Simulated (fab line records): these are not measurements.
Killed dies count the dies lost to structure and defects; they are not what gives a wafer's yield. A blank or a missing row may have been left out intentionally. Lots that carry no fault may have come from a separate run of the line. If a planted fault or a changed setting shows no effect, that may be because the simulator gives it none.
What tool caused it? + flow nand_harc + 11 lots with 33 wafers sampled at 5 steps, on a route of 1302 steps

== WHAT EACH GAUGE READ, for each wafer ==
NHARC_P_GATE_CD_MEAS_91 targets a cd of 2000 nm.
| lot  | measured     | on        | cd_nm (nm)                                |
|------|--------------|-----------|-------------------------------------------|
| L337 | day 6 10:05  | cd_sem-02 | 1998.8 1997.3 1998.8                      |
| L338 | day 6 20:33  | cd_sem-02 | 1999.8 1996.3 1997.6                      |
| L340 | day 7 16:27  | cd_sem-01 | 1997.7 2000.6 2000.0                      |
| L341 | day 8 04:05  | cd_sem-03 | 1997.3 1994.7 2000.2                      |
| L342 | day 8 11:57  | cd_sem-02 | 2000.4 1998.9 1999.8                      |
| L344 | day 9 10:50  | cd_sem-01 | 1967.7 1969.0 1967.0 1968.1 1968.7 1967.1 |
| L353 | day 13 03:25 | cd_sem-03 | 1999.0 1998.3 1999.8                      |
| L354 | day 13 14:26 | cd_sem-03 | 2001.0 2002.5 2000.3                      |
| L355 | day 13 20:52 | cd_sem-02 | 1999.0 1996.0 1997.9                      |
| L356 | day 14 09:25 | cd_sem-01 | 2001.6 2004.3 2004.4                      |
| L358 | day 15 02:51 | cd_sem-02 | 1999.2 1999.2 2001.0                      |

== WHAT TOOL EACH LOT RAN ON (gives the tool, then ch and the chambers of the sampled wafers, and finally the start) ==
| lot  | NHARC_P_GATE_STRIP_108             | NHARC_P_GATE_STRIP_101             | NHARC_P_GATE_STRIP_76                | NHARC_P_GATE_EXPOSE_88            |
|------|------------------------------------|------------------------------------|--------------------------------------|-----------------------------------|
| L337 | rie_diel-05 ch 2,3, day 5 19:34    | rie_diel-01 ch 1,2,3, day 6 05:53  | plasma_asher-01 ch 0,1, day 6 09:11  | krf_scanner-03 ch 0, day 6 09:56  |
| L338 | rie_diel-13 ch 1,3, day 6 05:46    | rie_diel-01 ch 2,3, day 6 16:08    | plasma_asher-01 ch 0, day 6 19:37    | krf_scanner-04 ch 0, day 6 20:24  |
| L340 | rie_diel-05 ch 2,3, day 7 02:00    | rie_diel-05 ch 0,2,3, day 7 12:17  | plasma_asher-02 ch 0,1, day 7 15:40  | krf_scanner-04 ch 0, day 7 16:18  |
| L341 | rie_diel-13 ch 0,1,3, day 7 13:35  | rie_diel-05 ch 0,2, day 7 23:47    | plasma_asher-02 ch 0,1, day 8 03:10  | krf_scanner-03 ch 0, day 8 03:55  |
| L342 | rie_diel-01 ch 0,1, day 7 21:25    | rie_diel-05 ch 0,2,3, day 8 07:40  | plasma_asher-01 ch 0,1, day 8 11:02  | krf_scanner-04 ch 0, day 8 11:47  |
| L344 | rie_diel-01 ch 0,1, day 8 20:25    | rie_diel-05 ch 0,1,3, day 9 06:41  | plasma_asher-02 ch 0,1, day 9 10:03  | krf_scanner-04 ch 0, day 9 10:41  |
| L353 | rie_diel-13 ch 0,1,2, day 12 13:02 | rie_diel-13 ch 1,2,3, day 12 23:10 | plasma_asher-01 ch 0,1, day 13 02:37 | krf_scanner-01 ch 0, day 13 03:16 |
| L354 | rie_diel-05 ch 0,1,3, day 12 23:52 | rie_diel-01 ch 1,3, day 13 10:11   | plasma_asher-02 ch 0,1, day 13 13:39 | krf_scanner-01 ch 0, day 13 14:17 |
| L355 | rie_diel-01 ch 1,2,3, day 13 06:00 | rie_diel-01 ch 1,2,3, day 13 16:20 | plasma_asher-01 ch 0,1, day 13 19:56 | krf_scanner-04 ch 0, day 13 20:42 |
| L356 | rie_diel-01 ch 0,1,3, day 13 18:55 | rie_diel-05 ch 1,2,3, day 14 05:08 | plasma_asher-02 ch 0,1, day 14 08:29 | krf_scanner-01 ch 0, day 14 09:16 |
| L358 | rie_diel-01 ch 2,3, day 14 12:16   | rie_diel-01 ch 0,1,2, day 14 22:28 | plasma_asher-02 ch 0,1, day 15 01:57 | krf_scanner-04 ch 0, day 15 02:42 |
- NHARC_P_GATE_STRIP_108: strips in O2.
- NHARC_P_GATE_STRIP_101: strips in O2, time 20 s.
- NHARC_P_GATE_STRIP_76: strips in O2.
- NHARC_P_GATE_EXPOSE_88: exposes mask P HVN, target cd 2000 nm.

== THE ANSWER, worked out from the rows above alone ==
Rule: the lots themselves supply what counts as usual. Put in order of their means at a reading, lots are off if they are a third of the lots or fewer, leave a main group of 4 or more, and stand apart from it by a gap of 3 or more times the standard deviation of the main group's means; of several such gaps the widest counts. Not used: any main group whose means are identical at the precision the tables above print for the reading. A lot without any number at a reading at which 4 lots or more have one is off too. All remaining lots with rows at the step are treated as sound.
Off: L344 (NHARC_P_GATE_CD_MEAS_91, cd_nm). The main group has a mean of 1999.4 nm with a standard deviation of 1.8.
If a tool, at a process step before that reading, ran all the lots that are off and no sound lot after the first of them, it fits. Gauges at NHARC_P_GATE_CD_MEAS_91: tried the same way as those tools. Of those tried, none fits.

== WHAT WAS PUT IN BY THE SIMULATOR ==
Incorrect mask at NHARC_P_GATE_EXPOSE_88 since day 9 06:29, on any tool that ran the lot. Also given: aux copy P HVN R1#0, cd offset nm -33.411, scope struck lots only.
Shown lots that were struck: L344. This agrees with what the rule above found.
